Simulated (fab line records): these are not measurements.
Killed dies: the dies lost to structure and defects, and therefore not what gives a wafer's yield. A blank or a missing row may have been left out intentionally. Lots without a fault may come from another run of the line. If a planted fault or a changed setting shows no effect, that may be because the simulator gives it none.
What tool caused it? | flow nand harc | 39 wafers from 13 lots sampled at 5 of the route's 1302 steps

## WHAT THE GAUGES READ, wafer by wafer
NHARC_END_SORT_01. Usual: defect limited yield is 91.3 % with standard deviation 2.2, killed at array is 55 with standard deviation 15, killed at other is 1.0 with standard deviation 1.2, killed at periphery is 3.4 with standard deviation 2.2, killed dies is 59 with standard deviation 15, killed open is 3.2 with standard deviation 2, and killed short is 2.5 with standard deviation 1.7.
lot  | measured     | on        | defect limited yield (%) | killed at array | killed at other | killed at periphery | killed dies | killed open | killed short | flag
L447 | day 25 08:41 | prober-01 | 96.0 90.7 92.0           | 23 58 51        | 0 0 0           | 4 5 3               | 27 63 54    | 0 5 7       | 0 1 1        |
L450 | day 26 20:17 | prober-02 | 88.6 91.6 90.1           | 76 54 63        | 0 1 0           | 1 2 4               | 77 57 67    | 2 5 4       | 3 3 2        |
L453 | day 28 01:58 | prober-02 | 89.5 93.8 89.7           | 62 33 60        | 3 5 4           | 6 4 6               | 71 42 70    | 5 0 4       | 2 3 0        |
L459 | day 30 00:23 | prober-02 | 91.7 0 92.2              | 52 670 48       | 0 0 1           | 4 7 4               | 56 677 53   | 4 2 7       | 2 2 2        | OFF
L460 | day 31 01:29 | prober-02 | 0 91.3 0                 | 670 50 673      | 0 2 1           | 7 7 3               | 677 59 677  | 4 2 3       | 3 2 2        | OFF
L467 | day 34 15:51 | prober-02 | 93.6 94.2 92.3           | 37 37 45        | 0 0 0           | 6 2 7               | 43 39 52    | 4 2 3       | 2 5 2        |

## WHAT TOOL EACH LOT RAN ON (gives the tool, then ch and the chambers of the sampled wafers, and finally the start)
lot  | NHARC_A_M0_DEP_00               | NHARC_THIN_TSV_DEGAS_53      | NHARC_THIN_TSV_DESCUM_35           | NHARC_THIN_TSV_ETCH_36
L444 | pecvd-02 ch 1,2, day 22 20:45   | pvd sputter-02, day 24 02:20 | rie diel-09 ch 1,3, day 24 03:38   | rie metal-02 ch 0,1, day 24 04:02
L445 | pecvd-02 ch 0,1, day 23 02:51   | pvd sputter-02, day 24 08:25 | rie diel-09 ch 1,2,3, day 24 09:35 | rie metal-03 ch 0,1, day 24 09:58
L447 | pecvd-03 ch 0,1, day 23 16:43   | pvd sputter-01, day 24 22:26 | rie diel-11 ch 0,1,2, day 24 23:49 | rie metal-02 ch 0,1, day 25 00:12
L448 | pecvd-02 ch 1,2, day 24 03:16   | pvd sputter-03, day 25 09:38 | rie diel-09 ch 0,1,3, day 25 10:57 | rie metal-03 ch 0,1, day 25 11:19
L449 | pecvd-04 ch 0,1,2, day 24 10:13 | pvd sputter-03, day 25 15:58 | rie diel-08 ch 0,1,3, day 25 17:16 | rie metal-01 ch 0,1, day 25 17:38
L450 | pecvd-02 ch 0,1,2, day 25 03:02 | pvd sputter-02, day 26 08:42 | rie diel-08 ch 0,1,3, day 26 09:59 | rie metal-02 ch 0,1, day 26 10:22
L453 | pecvd-04 ch 0,2, day 26 09:00   | pvd sputter-01, day 27 14:41 | rie diel-09 ch 0,2,3, day 27 16:06 | rie metal-02 ch 0, day 27 16:33
L452 | pecvd-03 ch 0,1,2, day 26 10:44 | pvd sputter-01, day 27 16:13 | rie diel-09 ch 2,3, day 27 17:37   | rie metal-03 ch 0,1, day 27 18:01
L459 | pecvd-04 ch 0,1,2, day 28 05:16 | pvd sputter-02, day 29 11:44 | rie diel-11 ch 2,3, day 29 12:56   | rie metal-01 ch 1, day 29 13:30
L460 | pecvd-04 ch 1,2, day 29 07:34   | pvd sputter-02, day 30 13:30 | rie diel-11 ch 0, day 30 14:50     | rie metal-03 ch 0, day 30 15:12
L462 | pecvd-03 ch 0,1, day 30 02:35   | pvd sputter-02, day 31 07:56 | rie diel-11 ch 0,1, day 31 09:14   | rie metal-03 ch 0,1, day 31 09:38
L465 | pecvd-03 ch 1,2, day 31 05:23   | pvd sputter-02, day 32 18:28 | rie diel-11 ch 1,2,3, day 32 19:52 | rie metal-01 ch 0, day 32 20:16
L467 | pecvd-02 ch 1,2, day 32 23:55   | pvd sputter-02, day 34 05:40 | rie diel-09 ch 0,1, day 34 06:59   | rie metal-02 ch 0,1, day 34 07:22
- NHARC_A_M0_DEP_00: deposits SiOC, target thk 150 nm.
- NHARC_THIN_TSV_DEGAS_53: time 60 s.
- NHARC_THIN_TSV_DESCUM_35: chemistry O2, time 3 s.
- NHARC_THIN_TSV_ETCH_36: etches the open film in Cl2/BCl3, target depth 65 nm, time 18.571 s.

## WHAT THE TOOLS THEMSELVES READ (means of the sampled wafers that have a number; where no wafer has one, the mark that the record gives instead)
NHARC_THIN_TSV_DEGAS_53. Usual: heater power w at 459 W, with a standard deviation of 22.
lot  | tool           | heater power w (W) | flag
L444 | pvd sputter-02 | 439                |
L445 | pvd sputter-02 | 451                |
L447 | pvd sputter-01 | 470                |
L448 | pvd sputter-03 | 507                |
L449 | pvd sputter-03 | 466                |
L450 | pvd sputter-02 | 455                |
L453 | pvd sputter-01 | 467                |
L452 | pvd sputter-01 | 463                |
L459 | pvd sputter-02 | 462                |
L460 | pvd sputter-02 | 437                |
L462 | pvd sputter-02 | 441                |
L465 | pvd sputter-02 | 444                |
L467 | pvd sputter-02 | 452                |

NHARC_THIN_TSV_DESCUM_35. Usual: drypump motor current A 5.6 A, standard deviation 0.49; oes product au 0.999 a.u., standard deviation 0.012; rf vpp V 57.9 V, standard deviation 0.99; showerhead plenum p Torr 1.92 Torr, standard deviation 0.074; throttle valve pct 11.311 %, standard deviation 0.0096.
lot  | tool        | drypump motor current A (A) | oes product au (a.u.) | rf vpp V (V) | showerhead plenum p Torr (Torr) | throttle valve pct (%) | flag
L444 | rie diel-09 | 5.2                         | 1.003                 | 57.0         | 1.95                            | 11.315                 |
L445 | rie diel-09 | 5.3                         | 1.012                 | 57.7         | 1.96                            | 11.307                 |
L447 | rie diel-11 | 6.0                         | 0.995                 | 56.6         | 1.88                            | 11.320                 |
L448 | rie diel-09 | 5.4                         | 0.999                 | 57.4         | 1.90                            | 11.319                 |
L449 | rie diel-08 | 5.5                         | 0.999                 | 57.7         | 1.91                            | 11.310                 |
L450 | rie diel-08 | 5.5                         | 0.993                 | 56.6         | 1.91                            | 11.308                 |
L453 | rie diel-09 | 5.2                         | 1.008                 | 58.2         | 1.94                            | 11.318                 |
L452 | rie diel-09 | 5.0                         | 1.008                 | 58.2         | 2.00                            | 11.308                 |
L459 | rie diel-11 | 5.7                         | 1.002                 | 58.5         | 1.98                            | 11.317                 |
L460 | rie diel-11 | 5.4                         | 0.993                 | 57.3         | 1.78                            | 11.309                 |
L462 | rie diel-11 | 6.3                         | 0.986                 | 57.5         | 1.85                            | 11.309                 |
L465 | rie diel-11 | 6.0                         | 0.999                 | 58.4         | 1.95                            | 11.306                 |
L467 | rie diel-09 | 5.6                         | 1.009                 | 57.2         | 1.86                            | 11.302                 |

NHARC_THIN_TSV_ETCH_36. Usual: drypump motor current A 5.8 A, standard deviation 0.49; oes product au 1.004 a.u., standard deviation 0.011.
lot  | tool         | drypump motor current A (A) | oes product au (a.u.) | flag
L444 | rie metal-02 | 5.9                         | 1.010                 |
L445 | rie metal-03 | 5.7                         | 1.010                 |
L447 | rie metal-02 | 5.9                         | 1.019                 |
L448 | rie metal-03 | 5.7                         | 1.004                 |
L449 | rie metal-01 | 6.1                         | 0.999                 |
L450 | rie metal-02 | 6.0                         | 1.000                 |
L453 | rie metal-02 | 5.7                         | 1.018                 |
L452 | rie metal-03 | 5.7                         | 1.010                 |
L459 | rie metal-01 | 6.5                         | 1.003                 |
L460 | rie metal-03 | 5.0                         | 1.004                 |
L462 | rie metal-03 | 5.7                         | 0.987                 |
L465 | rie metal-01 | 5.3                         | 0.990                 |
L467 | rie metal-02 | 6.0                         | 1.007                 |

## THE ANSWER, worked out from the rows above alone
Rule: a lot counts as off when the mean over its wafers that have a number is more than 3 standard deviations away from the usual mean. Also off: a lot with no number at a reading for which 4 or more lots have one. Where the step has rows for the other lots, those lots are counted as sound. The gauges are gone through in route order, then the tools' own readings, and for those a lot's mean is taken as printed above. The first step at which some lot is off is used, and at that step the reading that is off furthest; a lot without a number counts as furthest.
Off: L459, L460, at NHARC_END_SORT_01 (defect limited yield). Neither off nor sound, because the step has no rows for them: L444, L445, L448, L449, L452, L462, L465.
If a tool, at a process step before that reading, ran all the lots that are off and no sound lot after the first of them, it fits. The gauges at NHARC_END_SORT_01 are tried like those tools. Undecided on this evidence; 2 tools fit (pecvd-04 at NHARC_A_M0_DEP_00, rie diel-11 at NHARC_THIN_TSV_DESCUM_35).

## WHAT THE SIMULATOR HAD INSERTED
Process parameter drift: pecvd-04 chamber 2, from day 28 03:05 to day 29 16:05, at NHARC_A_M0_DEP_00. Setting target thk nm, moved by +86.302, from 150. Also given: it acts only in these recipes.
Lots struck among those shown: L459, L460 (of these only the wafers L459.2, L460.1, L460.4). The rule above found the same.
